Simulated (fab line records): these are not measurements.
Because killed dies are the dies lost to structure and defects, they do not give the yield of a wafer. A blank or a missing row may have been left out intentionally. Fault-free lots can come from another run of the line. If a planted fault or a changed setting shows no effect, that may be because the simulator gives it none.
fab line records	flow nand-harc
record: lots: 13	wafers: 39	last-day: 33
route steps=1302 shown P_GATE@144
lots that met no fault: taken from a fault-free run of the same line
start-h: start of the lot's first displayed wafer, in hours after the record's first day	wait-h: hours since the lot's step before	" identical to the entry in the row above	L1.1+2: a row that stands for several wafers	- no value present, or no start provided	* or withheld: withheld	< > ~ a bound
route shown NAME@n: NAME is a module with steps in the file, n the number in the route of the first one	usual: average and standard deviation across the fault-free wafers	same: alike in all rows	chamber/n: place in a boat	sites: readings site by site	_std_site: the standard deviation of these	_edge_site: inner sites' mean taken away from outer sites' mean	radius-mm: for every site, how far away it sits from the centre of the wafer	mask NAME#n: copy n	behind: the tool/chamber that last shaped the wafer	hold: reason for holding the lot/hours on hold/outcome of the hold	device: names the non-switching transistor (n, p or np)	end of line: tests of these same wafers at the route's end	step lacking rows: just its recipe	killed: dies lost to structure and defects at the first sort, not the wafer's yield	map: per-die view of a wafer (x killed, . not killed, _ where there is no die)
set.NAME: the setting the step ran with; set.NAME@STEP: the setting that earlier step ran with	model.NAME: the simulator's own value behind a step, which no gauge read
the route's steps for a sample of lots (tables are steps, rows are wafers)
services: when a tool's chamber went out of use (start-h, in hours from the record's first day, below 0 if earlier), for how many hours, and the reason
== steps ==
step: NHARC_P_GATE_DESCUM_31
recipe: time-s: 3	o2-flow-sccm: 200	ar-flow-sccm: 0	bias-power-w: 0	chemistry: O2
usual: chamber-pressure-mTorr: 60.00/0.057	drypump-motor-current-A: 5.6/0.49	oes-product-au: 1.003/0.013	rf-vpp-V: 57.9/0.84	showerhead-plenum-p-Torr: 1.92/0.07	throttle-valve-pct: 11.312/0.0082
lot.wafer	tool	chamber	start-h	wait-h	chamber-pressure-mTorr	drypump-motor-current-A	oes-product-au	rf-hours-counter-h	rf-vpp-V	showerhead-plenum-p-Torr	throttle-valve-pct
L443.4	rie-diel-10	0	101.81	0.1	59.98	5.0	1.019	1	57.2	1.92	11.307
L443.2	"	1	"	"	60.00	5.6	1.024	1	57.5	1.85	11.320
L443.3	"	2	"	"	60.00	5.1	0.999	2	56.9	1.82	11.308
L448.4	rie-diel-05	1	143.43	0.1	60.02	5.4	1.005	5	57.3	1.96	11.297
L448.3	"	3	"	"	60.02	6.1	1.027	4	58.2	1.87	11.296
L448.6	"	0	"	"	60.01	6.0	1.020	-	57.7	1.83	11.309
L449.4	rie-diel-07	2	155.41	0.1	60.04	5.2	1.004	2	58.8	2.02	11.309
L449.2	"	1	"	"	60.02	5.1	0.990	2	58.9	1.89	11.329
L449.5	"	3	"	"	59.98	5.1	1.009	-	58.5	1.95	11.304
L450.1	rie-diel-10	3	174.79	0.1	60.05	6.6	0.994	6	57.1	1.82	11.314
L450.3	"	0	"	"	60.05	5.0	1.013	5	57.7	1.92	11.307
L450.4	"	2	"	"	59.91	5.1	0.994	-	55.8	1.82	11.306
L451.1	rie-diel-07	2	181.19	0.1	59.98	5.3	1.010	3	58.4	2.02	11.312
L451.2	"	0	"	"	60.00	5.9	1.000	1	58.3	1.99	11.303
L451.5	"	2	"	"	60.06	5.3	1.007	-	57.5	2.02	11.322
L452.2	rie-diel-10	0	188.98	0.1	59.95	5.1	0.999	5	57.8	1.92	11.297
L452.4	"	1	"	"	60.10	5.6	1.004	6	56.3	1.85	11.324
L452.5	"	3	"	"	59.94	6.6	0.975	-	57.5	1.82	11.317
L454.4	rie-diel-05	0	209.03	0.1	59.94	6.0	1.010	7	57.1	1.82	11.310
L454.6	"	3	"	"	60.04	6.1	1.012	-	59.0	1.87	11.313
L454.5	"	0	"	"	59.92	6.0	1.006	-	58.5	1.82	11.316
L458.3	rie-diel-05	3	239.24	0.1	60.02	6.1	1.020	0	57.9	1.87	11.315
L458.6	"	3	"	"	60.10	6.0	1.015	-	55.5	1.87	11.308
L458.5	"	0	"	"	60.01	6.0	1.018	-	57.4	1.82	11.321
L462.3	rie-diel-07	0	287.57	0.1	60.11	5.9	0.984	7	57.3	1.98	11.320
L462.6	"	0	"	"	60.00	5.9	0.997	-	59.6	1.98	11.305
L462.5	"	1	"	"	59.97	5.1	0.980	-	56.9	1.89	11.302
L464.1	rie-diel-05	3	303.18	0.1	60.06	6.1	1.007	4	57.2	1.87	11.330
L464.3	"	2	"	"	60.05	6.1	0.983	4	58.3	2.01	11.308
L464.5	"	3	"	"	60.06	6.1	1.005	-	58.8	1.87	11.313
L463.3	rie-diel-07	2	303.82	0.1	59.96	5.3	1.022	0	57.0	2.02	11.326
L463.1	"	0	"	"	60.01	5.9	0.992	0	58.0	1.98	11.313
L463.4	"	1	"	"	59.89	5.1	0.985	0	57.0	1.89	11.324
L465.2	rie-diel-07	1	320.58	0.1	60.11	5.1	0.994	0	57.5	1.89	11.324
L465.1	"	2	"	"	60.05	5.2	1.009	0	59.5	2.02	11.321
L465.5	"	3	"	"	60.02	5.1	1.009	-	58.8	1.95	11.307
L466.3	rie-diel-05	0	324.85	0.1	60.08	6.0	1.005	5	58.8	1.82	11.319
L466.4	"	1	"	"	60.03	5.3	0.995	4	59.9	1.96	11.299
L466.2	"	2	"	"	59.98	6.1	0.998	4	58.3	2.01	11.313
step: NHARC_P_GATE_ETCH_104
recipe: target-depth-a: 600	time-s: withheld	cf4-flow-sccm: 100	chf3-flow-sccm: 30	ar-flow-sccm: 0	rf-w: 500	bias-w: 200	chemistry: CF4/CHF3
usual: cf4-flow-sccm: 99.96/0.29	chamber-pressure-mTorr: 24.999/0.024	drypump-motor-current-A: 5.6/0.5	oes-product-au: 0.955/0.022	rf-vpp-V: 370.7/2	showerhead-plenum-p-Torr: 1.58/0.055	throttle-valve-pct: 16.803/0.0091
lot.wafer	tool	chamber	start-h	wait-h	cf4-flow-sccm	chamber-pressure-mTorr	drypump-motor-current-A	oes-product-au	rf-vpp-V	showerhead-plenum-p-Torr	throttle-valve-pct
L443.4	rie-diel-10	3	101.89	0.1	99.84	24.952	6.6	0.933	367.6	1.50	16.804
L443.2	"	1	"	"	100.22	25.001	5.5	0.960	370.4	1.53	16.801
L443.3	"	2	"	"	99.99	24.988	5.1	0.943	368.2	1.50	16.803
L448.4	rie-diel-05	0	143.50	0.1	100.23	25.004	6.0	0.930	369.4	1.50	16.778
L448.3	"	2	"	"	100.34	24.955	6.1	0.904	373.4	1.65	16.804
L448.6	"	1	"	"	99.55	25.032	5.3	0.925	369.6	1.61	16.803
L449.2	rie-diel-07	2	155.50	0.1	100.07	25.017	5.3	0.939	372.6	1.66	16.797
L449.4	"	1	"	"	100.20	25.049	5.1	0.943	370.4	1.55	16.796
L449.5	"	2	"	"	100.19	24.981	5.3	0.938	371.7	1.65	16.798
L450.3	rie-diel-10	3	174.89	0.1	100.03	25.002	6.6	0.911	368.2	1.50	16.812
L450.1	"	2	"	"	99.74	24.999	5.1	0.909	368.1	1.50	16.816
L450.4	"	3	"	"	99.78	24.982	6.7	0.905	369.3	1.50	16.802
L451.2	rie-diel-07	3	181.28	0.1	99.82	25.032	5.1	0.977	370.6	1.60	16.796
L451.1	"	0	"	"	99.69	25.008	5.9	0.973	372.1	1.63	16.807
L451.5	"	1	"	"	100.38	25.032	5.1	0.957	368.7	1.55	16.798
L452.4	rie-diel-10	3	189.06	0.1	99.37	25.036	6.6	0.954	367.2	1.50	16.799
L452.2	"	1	"	"	100.34	25.001	5.5	0.968	368.6	1.52	16.799
L452.5	"	0	"	"	99.77	24.969	5.0	0.967	370.9	1.58	16.786
L454.4	rie-diel-05	1	209.11	0.1	100.08	24.997	5.3	0.936	373.1	1.61	16.802
L454.5	"	1	"	"	99.88	25.020	5.3	0.937	373.5	1.61	16.787
L454.6	"	2	"	"	99.59	25.036	6.1	0.914	372.7	1.65	16.814
L458.3	rie-diel-05	2	239.33	0.1	99.32	25.042	6.1	0.960	374.2	1.65	16.800
L458.5	"	1	"	"	100.36	24.980	5.3	0.961	370.7	1.61	16.809
L458.6	"	2	"	"	99.46	24.975	6.1	0.967	373.3	1.65	16.797
L462.3	rie-diel-07	3	287.65	0.1	100.38	24.974	5.1	0.968	372.0	1.60	16.802
L462.6	"	3	"	"	100.73	25.044	5.1	0.971	371.3	1.60	16.797
L462.5	"	0	"	"	99.96	25.039	5.9	0.961	373.4	1.63	16.802
L464.1	rie-diel-05	1	303.27	0.1	100.25	25.013	5.3	0.973	372.4	1.61	16.800
L464.3	"	3	"	"	99.91	25.024	6.1	0.978	369.6	1.54	16.800
L464.5	"	0	"	"	99.79	24.983	5.9	0.981	369.9	1.50	16.815
L463.4	rie-diel-07	0	303.91	0.1	99.92	24.990	5.9	0.980	374.2	1.63	16.800
L463.3	"	2	"	"	99.97	25.009	5.2	0.985	373.2	1.65	16.806
L463.1	"	3	"	"	99.52	24.995	5.1	0.981	370.4	1.60	16.816
L465.2	rie-diel-07	2	320.66	0.1	100.14	24.983	5.2	0.998	372.9	1.65	16.797
L465.1	"	3	"	"	100.34	25.016	5.1	0.971	370.7	1.60	16.799
L465.5	"	2	"	"	100.01	25.029	5.3	0.991	373.5	1.65	16.813
L466.4	rie-diel-05	1	324.94	0.1	100.11	24.963	5.3	0.959	374.5	1.61	16.810
L466.3	"	2	"	"	99.59	24.995	6.1	0.969	373.1	1.65	16.799
L466.2	"	0	"	"	100.28	24.992	6.0	0.967	368.2	1.50	16.814
step: NHARC_P_GATE_DESCUM_48
recipe: time-s: 3	o2-flow-sccm: 200	ar-flow-sccm: 0	bias-power-w: 0	chemistry: O2
usual: chamber-pressure-mTorr: 60.00/0.06	drypump-motor-current-A: 5.5/0.54	oes-product-au: 1.000/0.014	rf-vpp-V: 57.7/0.89	showerhead-plenum-p-Torr: 1.90/0.07	throttle-valve-pct: 11.310/0.0086
lot.wafer	tool	chamber	start-h	wait-h	chamber-pressure-mTorr	drypump-motor-current-A	oes-product-au	rf-hours-counter-h	rf-vpp-V	showerhead-plenum-p-Torr	throttle-valve-pct
L443.2	rie-diel-05	3	113.66	-	59.94	6.1	1.013	2.7	56.4	1.87	11.309
L443.3	"	0	"	"	60.08	6.0	1.013	2.9	57.3	1.82	11.313
L443.4	"	1	"	"	60.02	5.3	1.002	3.0	58.4	1.96	11.302
L448.3	rie-diel-05	3	155.07	-	59.99	6.1	1.022	4.9	57.7	1.87	11.323
L448.4	"	1	"	"	60.00	5.3	1.001	5.8	58.7	1.96	11.319
L448.6	"	0	"	"	59.97	6.0	1.019	-	57.5	1.82	11.307
L449.2	rie-diel-07	2	167.37	-	60.06	5.2	1.002	3.0	59.1	2.02	11.305
L449.5	"	3	"	"	60.03	5.1	1.001	-	59.2	1.95	11.306
L449.4	"	1	"	"	59.99	5.1	0.980	-	57.6	1.89	11.300
L450.1	rie-diel-07	1	188.87	-	59.99	5.1	0.997	3.7	57.4	1.89	11.305
L450.3	"	2	"	"	59.92	5.3	1.008	4.2	58.6	2.02	11.298
L450.4	"	3	"	"	60.09	5.1	0.998	4.0	57.6	1.95	11.307
L451.1	rie-diel-05	3	193.80	-	59.90	6.1	1.017	6.6	56.9	1.87	11.300
L451.2	"	0	"	"	59.97	6.0	1.009	7.1	58.3	1.82	11.309
L451.5	"	3	"	"	60.02	6.1	1.014	-	57.5	1.87	11.302
L452.2	rie-diel-10	3	200.73	-	60.06	6.6	0.983	8.0	57.9	1.82	11.317
L452.4	"	1	"	"	60.12	5.6	1.014	6.8	56.9	1.85	11.299
L452.5	"	0	"	"	60.04	5.0	1.032	-	57.5	1.92	11.303
L454.4	rie-diel-10	3	220.94	-	59.98	6.6	0.992	10.2	58.8	1.82	11.317
L454.6	"	3	"	"	60.01	6.7	0.993	-	58.0	1.82	11.316
L454.5	"	0	"	"	59.98	5.0	1.025	-	57.7	1.91	11.311
L458.3	rie-diel-07	3	251.39	-	59.92	5.1	1.002	8.0	58.1	1.95	11.291
L458.5	"	2	"	"	59.96	5.3	0.982	-	58.4	2.02	11.294
L458.6	"	3	"	"	60.03	5.1	0.995	-	57.3	1.95	11.307
L462.3	rie-diel-10	3	299.49	-	60.02	6.6	0.973	3.5	58.0	1.82	11.306
L462.6	"	0	"	"	60.04	5.0	1.002	-	58.2	1.91	11.311
L462.5	"	1	"	"	60.03	5.5	0.998	-	56.5	1.85	11.327
L464.3	rie-diel-10	2	315.12	-	60.01	5.1	1.010	5.1	58.8	1.82	11.305
L464.1	"	1	"	"	59.95	5.5	0.997	5.4	56.4	1.85	11.307
L464.5	"	3	"	"	60.02	6.6	0.973	-	58.3	1.82	11.311
L463.4	rie-diel-07	1	315.83	-	59.94	5.1	0.986	0.2	57.0	1.89	11.305
L463.1	"	2	"	"	60.01	5.2	1.019	0.2	56.9	2.02	11.308
L463.3	"	0	"	"	59.95	5.9	0.991	0.2	56.9	1.98	11.328
L465.1	rie-diel-07	0	332.37	-	60.12	5.9	0.990	0.8	56.6	1.98	11.306
L465.2	"	1	"	"	59.93	5.2	0.997	0.9	56.9	1.89	11.305
L465.5	"	0	"	"	60.08	5.9	1.000	-	57.5	1.98	11.305
L466.4	rie-diel-07	1	336.86	-	60.07	5.1	0.990	0.9	56.6	1.89	11.301
L466.3	"	3	"	"	59.97	5.1	1.004	1.0	57.2	1.95	11.326
L466.2	"	0	"	"	59.89	5.9	0.989	0.8	57.7	1.98	11.312
step: NHARC_P_GATE_EXPOSE_56
recipe: na: 0.6	target-cd-nm: 720	dose-mj: 14.81	mask-id: P_PSD
usual: focus-offset-nm: 0.0/0.54	reticle-temp-C: 23.01/0.12
lot.wafer	tool	chamber	start-h	wait-h	mask	focus-offset-nm	reticle-temp-C
L443.2	krf-scanner-03	0	114.99	-	P_PSD#0	0.4	23.19
L443.3	"	0	"	"	P_PSD#0	0.6	23.06
L443.4	"	0	"	"	P_PSD#0	-0.1	23.05
L448.3	krf-scanner-04	0	160.32	-	P_PSD#0	0.8	22.99
L448.4	"	0	"	"	P_PSD#0	0.5	22.96
L448.6	"	0	"	"	P_PSD#0	0.7	22.85
L449.2	krf-scanner-04	0	168.71	-	P_PSD#0	-0.5	22.82
L449.4	"	0	"	"	P_PSD#0	-1.2	23.14
L449.5	"	0	"	"	P_PSD#0	0.2	22.97
L450.1	krf-scanner-02	0	190.30	-	P_PSD#0	0.0	23.10
L450.3	"	0	"	"	P_PSD#0	-0.7	23.03
L450.4	"	0	"	"	P_PSD#0	-0.2	23.06
L451.1	krf-scanner-04	0	195.24	-	P_PSD#0	0.1	23.17
L451.2	"	0	"	"	P_PSD#0	0.5	23.17
L451.5	"	0	"	"	P_PSD#0	0.3	23.09
L452.2	krf-scanner-04	0	202.09	-	P_HVN#0	-0.1	22.92
L452.4	"	0	"	"	P_HVN#0	0.6	22.79
L452.5	"	0	"	"	P_HVN#0	0.0	22.90
L454.4	krf-scanner-02	0	222.40	-	P_PSD#0	-0.1	23.09
L454.5	"	0	"	"	P_PSD#0	0.1	23.02
L454.6	"	0	"	"	P_PSD#0	-0.2	23.05
L458.3	krf-scanner-02	0	252.89	-	P_PSD#0	-0.1	22.96
L458.5	"	0	"	"	P_PSD#0	0.2	23.03
L458.6	"	0	"	"	P_PSD#0	-0.5	23.12
L462.3	krf-scanner-04	0	300.78	-	P_PSD#0	-0.1	23.09
L462.5	"	0	"	"	P_PSD#0	-0.5	22.87
L462.6	"	0	"	"	P_PSD#0	-0.6	23.12
L464.1	krf-scanner-03	0	316.56	-	P_PSD#0	0.4	23.15
L464.3	"	0	"	"	P_PSD#0	0.1	23.20
L464.5	"	0	"	"	P_PSD#0	1.3	23.33
L463.1	krf-scanner-04	0	317.27	-	P_PSD#0	1.0	23.19
L463.3	"	0	"	"	P_PSD#0	-0.2	23.06
L463.4	"	0	"	"	P_PSD#0	-0.7	23.11
L465.1	krf-scanner-02	0	333.80	-	P_PSD#0	0.5	22.93
L465.2	"	0	"	"	P_PSD#0	0.5	23.02
L465.5	"	0	"	"	P_PSD#0	-0.1	22.97
L466.2	krf-scanner-02	0	338.18	-	P_PSD#0	-0.1	23.01
L466.3	"	0	"	"	P_PSD#0	-1.1	22.93
L466.4	"	0	"	"	P_PSD#0	-0.3	23.05
step: NHARC_P_GATE_CD_MEAS_59
recipe: target-cd-nm: 720	landing-energy-ev: 500
usual: cd-nm: 719.0/3
lot.wafer	tool	chamber	start-h	wait-h	cd-nm
L443.2	cd-sem-02	0	115.15	-	719.4
L443.3	"	0	"	"	714.6
L443.4	"	0	"	"	714.8
L448.3	cd-sem-03	0	160.47	-	718.0
L448.4	"	0	"	"	722.8
L448.6	"	0	"	"	721.3
L449.2	cd-sem-02	0	168.86	-	718.5
L449.4	"	0	"	"	718.3
L449.5	"	0	"	"	715.8
L450.1	cd-sem-03	0	190.46	-	716.4
L450.3	"	0	"	"	717.6
L450.4	"	0	"	"	720.1
L451.1	cd-sem-01	0	195.39	-	719.3
L451.2	"	0	"	"	718.5
L451.5	"	0	"	"	717.1
L452.2	cd-sem-02	0	202.25	-	-
L452.4	"	0	"	"	-
L452.5	"	0	"	"	-
L454.4	cd-sem-03	0	222.55	-	724.1
L454.5	"	0	"	"	722.0
L454.6	"	0	"	"	722.6
L458.3	cd-sem-03	0	253.04	-	722.9
L458.5	"	0	"	"	722.4
L458.6	"	0	"	"	722.0
L462.3	cd-sem-01	0	300.93	-	714.6
L462.5	"	0	"	"	718.0
L462.6	"	0	"	"	715.2
L464.1	cd-sem-01	0	316.71	-	720.8
L464.3	"	0	"	"	720.2
L464.5	"	0	"	"	716.7
L463.1	cd-sem-02	0	317.43	-	720.0
L463.3	"	0	"	"	717.5
L463.4	"	0	"	"	722.1
L465.1	cd-sem-01	0	333.96	-	718.3
L465.2	"	0	"	"	713.6
L465.5	"	0	"	"	717.5
L466.2	cd-sem-02	0	338.33	-	721.1
L466.3	"	0	"	"	721.3
L466.4	"	0	"	"	719.0
== services ==
tool	chamber	start-h	hours	kind
krf-scanner-02	-	94.00	4.0	pm
krf-scanner-04	-	103.82	0.7	repair
rie-diel-07	0	104.16	4.5	repair
rie-diel-07	-	117.20	9.0	pm
rie-diel-10	-	129.16	3.4	repair
rie-diel-07	0	130.65	16.1	repair
rie-diel-07	0	165.99	11.2	repair
rie-diel-10	1	172.55	2.6	repair
rie-diel-10	3	180.49	2.1	repair
krf-scanner-04	-	182.00	4.0	pm
rie-diel-10	0	184.58	1.4	repair
rie-diel-05	-	190.68	2.6	repair
rie-diel-10	-	200.96	1.0	repair
rie-diel-07	3	204.62	7.3	repair
rie-diel-05	-	229.65	9.0	pm
rie-diel-10	0	234.53	13.7	repair
rie-diel-10	-	242.50	9.0	pm
rie-diel-10	0	254.05	7.4	repair
rie-diel-05	1	254.30	11.8	repair
krf-scanner-02	-	266.00	4.0	pm
krf-scanner-02	-	285.02	0.5	repair
rie-diel-07	-	294.20	9.0	pm
krf-scanner-02	-	301.03	2.0	repair
krf-scanner-04	-	301.14	2.7	repair
== key ==
first-sign: step: NHARC_P_GATE_EXPOSE_56	reading: mask	direction: changed
effect: step: NHARC_P_GATE_CD_MEAS_59	reading: cd-nm	direction: missing
met-at NHARC_P_GATE_EXPOSE_56
struck-lots L452
later-rows-left-out L452.2,L452.4,L452.5
sort-left-out L452.2,L452.4,L452.5
tester-left-out L452
not-acting-at NHARC_P_GATE_DESCUM_31,NHARC_P_GATE_ETCH_104,NHARC_P_GATE_DESCUM_48
onset-between 195.24 202.09
fault: kind: wrong-mask	tool: any	chamber: -	onset-h: 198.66	steps: NHARC_P_GATE_EXPOSE_56	aux-copy: P_HVN#0	scope: struck-lots-only
tester-left-out: of these lots the tester's yield and bins aren't shown, on N5 and GAA mostly nor the transistor test; their killed dies are dies lost to structure and defects alone, not to doping, threshold or leakage, so they don't give the yield
sort-left-out: the simulated sort isn't trusted on such a fault, so these wafers' sort isn't shown, and their yield isn't known
later-rows-left-out: the simulator's readings of these wafers behind a module that went badly wrong aren't trusted and aren't shown, but for the sort
